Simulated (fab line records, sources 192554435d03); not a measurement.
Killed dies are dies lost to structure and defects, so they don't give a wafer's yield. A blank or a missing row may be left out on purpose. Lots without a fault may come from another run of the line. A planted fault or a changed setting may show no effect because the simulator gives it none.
Chamber matching | flow n5_finfet | N5_FIN_SAQP_MANDREL2_REMOVE_60 on rie_si-03: 4 sister chambers
The step chemistry HBr/Cl2/O2, target a-Si, stops on SiNx, bt time 10 s. 16 wafers are shown with their chamber, then 8 later ones without.

WAFERS WITH THEIR CHAMBER
wafer  | chamber | throttle_valve_pct (%) | drypump_motor_current_A (A) | oes_product_au (a.u.)
L077.1 | 2       | 36.73                  | 6.1                         | 1.025
L077.4 | 3       | 36.37                  | 5.2                         | 1.008
L077.6 | 2       | 36.72                  | 6.1                         | 1.019
L078.3 | 1       | 36.65                  | 5.4                         | 1.002
L078.5 | 2       | 36.71                  | 6.0                         | 1.007
L078.6 | 3       | 36.35                  | 5.2                         | 1.010
L080.1 | 2       | 36.73                  | 6.0                         | 1.016
L080.2 | 0       | 37.03                  | 5.6                         | 0.983
L080.4 | 1       | 36.68                  | 5.4                         | 0.999
L082.4 | 2       | 36.73                  | 6.0                         | 1.009
L082.5 | 3       | 36.36                  | 5.2                         | 1.024
L082.6 | 0       | 37.03                  | 5.6                         | 0.987
L085.1 | 3       | 36.35                  | 5.2                         | 1.007
L085.3 | 2       | 36.72                  | 6.1                         | 1.010
L085.5 | 3       | 36.37                  | 5.2                         | 1.006
L086.1 | 3       | 36.35                  | 5.2                         | 1.013

SIGNATURES (means of the wafers above)
reading                 | chamber 0 | chamber 1 | chamber 2 | chamber 3 | scatter within a chamber
throttle_valve_pct      | 37.0300   | 36.6650   | 36.7233   | 36.3583   | 0.0103
drypump_motor_current_A | 5.600     | 5.400     | 6.050     | 5.200     | 0.0354
oes_product_au          | 0.98500   | 1.00050   | 1.01433   | 1.01133   | 0.00629
Rule: a wafer's distance from a chamber is the root of the sum, over the readings, of the square of ((its reading less the chamber's mean) divided by the reading's scatter). The wafer belongs to the nearest chamber; if the next one is less than 2 further off, it can't be placed. The scatter: the root of (the sum of the squares of (reading less its chamber's mean) over the shown wafers, divided by (wafers less chambers)).

WAFERS WITHOUT THEIR CHAMBER
wafer  | throttle_valve_pct (%) | drypump_motor_current_A (A) | oes_product_au (a.u.)
L086.2 | 37.04                  | 5.6                         | 0.984
L086.3 | 36.73                  | 6.0                         | 1.018
L090.3 | 37.02                  | 5.6                         | 0.964
L090.4 | 36.66                  | 5.4                         | 0.996
L090.6 | 36.74                  | 6.1                         | 1.017
L096.3 | 36.73                  | 6.1                         | 1.023
L096.5 | 36.73                  | 6.1                         | 1.027
L096.6 | 36.66                  | 5.4                         | 1.009

WHICH CHAMBER EACH WENT THROUGH
wafer  | from the rows above | in truth
L086.2 | 0                   | 0
L086.3 | 2                   | 2
L090.3 | 0                   | 0
L090.4 | 1                   | 1
L090.6 | 2                   | 2
L096.3 | 2                   | 2
L096.5 | 2                   | 2
L096.6 | 1                   | 1
Placed correctly: 8 of 8. Can't be placed from these rows: 0. Placed wrongly: 0.
